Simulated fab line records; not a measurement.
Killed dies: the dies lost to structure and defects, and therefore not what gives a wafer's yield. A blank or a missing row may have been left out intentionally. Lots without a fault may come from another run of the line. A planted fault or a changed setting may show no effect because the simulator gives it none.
Matching of chambers + flow nandHarc + NHARC_P_M0_DESCUM_14 on rieDiel-07: 4 sister chambers
The step chemistry O2, time 3 s. 16 wafers are shown with their chamber, then 8 later ones without.

## WAFERS WITH THEIR CHAMBER
| wafer  | chamber | showerheadPlenumPTorr (Torr) | drypumpMotorCurrentA (A) | rfVppV (V) |
|--------|---------|------------------------------|--------------------------|------------|
| L076.2 | 1       | 1.85                         | 5.2                      | 56.2       |
| L076.4 | 2       | 1.87                         | 5.5                      | 58.7       |
| L076.6 | 3       | 2.04                         | 5.2                      | 59.4       |
| L078.1 | 3       | 2.04                         | 5.2                      | 58.4       |
| L078.2 | 1       | 1.85                         | 5.2                      | 57.8       |
| L078.6 | 1       | 1.85                         | 5.2                      | 56.8       |
| L079.1 | 3       | 2.04                         | 5.2                      | 57.0       |
| L079.2 | 0       | 1.84                         | 6.0                      | 55.8       |
| L079.3 | 1       | 1.85                         | 5.2                      | 57.5       |
| L082.1 | 3       | 2.04                         | 5.1                      | 59.1       |
| L082.3 | 2       | 1.87                         | 5.5                      | 58.6       |
| L082.6 | 2       | 1.87                         | 5.5                      | 57.5       |
| L083.4 | 0       | 1.84                         | 6.0                      | 56.2       |
| L083.5 | 3       | 2.04                         | 5.1                      | 58.1       |
| L083.6 | 2       | 1.87                         | 5.5                      | 57.3       |
| L085.2 | 1       | 1.84                         | 5.2                      | 56.7       |

SIGNATURES (averages over the wafers above)
| reading               | chamber 0 | chamber 1 | chamber 2 | chamber 3 | scatter within a chamber |
|-----------------------|-----------|-----------|-----------|-----------|--------------------------|
| showerheadPlenumPTorr | 1.8400    | 1.8480    | 1.8700    | 2.0400    | 0.00258                  |
| drypumpMotorCurrentA  | 6.000     | 5.200     | 5.500     | 5.160     | 0.0316                   |
| rfVppV                | 56.000    | 57.000    | 58.025    | 58.400    | 0.756                    |
Rule: distance of a wafer from a chamber = root of the sum over the readings of ((wafer's reading minus chamber's mean) / reading's scatter) squared. The wafer belongs to the nearest chamber; if the next one is less than 2 further off, it can't be placed. The scatter: take each reading less its chamber's mean, square it, sum over the shown wafers, divide by the number of wafers less the number of chambers, and take the root.

## WAFERS WITH NO CHAMBER GIVEN
| wafer  | showerheadPlenumPTorr (Torr) | drypumpMotorCurrentA (A) | rfVppV (V) |
|--------|------------------------------|--------------------------|------------|
| L085.4 | 2.04                         | 5.2                      | 59.4       |
| L085.6 | 2.04                         | 5.2                      | 57.4       |
| L086.2 | 1.84                         | 6.0                      | 56.3       |
| L086.5 | 2.04                         | 5.1                      | 57.9       |
| L086.6 | 1.87                         | 5.6                      | 58.8       |
| L088.3 | 1.84                         | 5.2                      | 58.2       |
| L088.4 | 1.87                         | 5.5                      | 58.0       |
| L088.5 | 1.84                         | 5.2                      | 57.3       |

## CHAMBER TAKEN BY EACH
| wafer  | from the rows above | in truth |
|--------|---------------------|----------|
| L085.4 | 3                   | 3        |
| L085.6 | 3                   | 3        |
| L086.2 | 0                   | 0        |
| L086.5 | 3                   | 3        |
| L086.6 | 2                   | 2        |
| L088.3 | 1                   | 1        |
| L088.4 | 2                   | 2        |
| L088.5 | 1                   | 1        |
8 of 8 placed correctly. Left unplaced by these rows: 0. Number placed wrongly: 0.
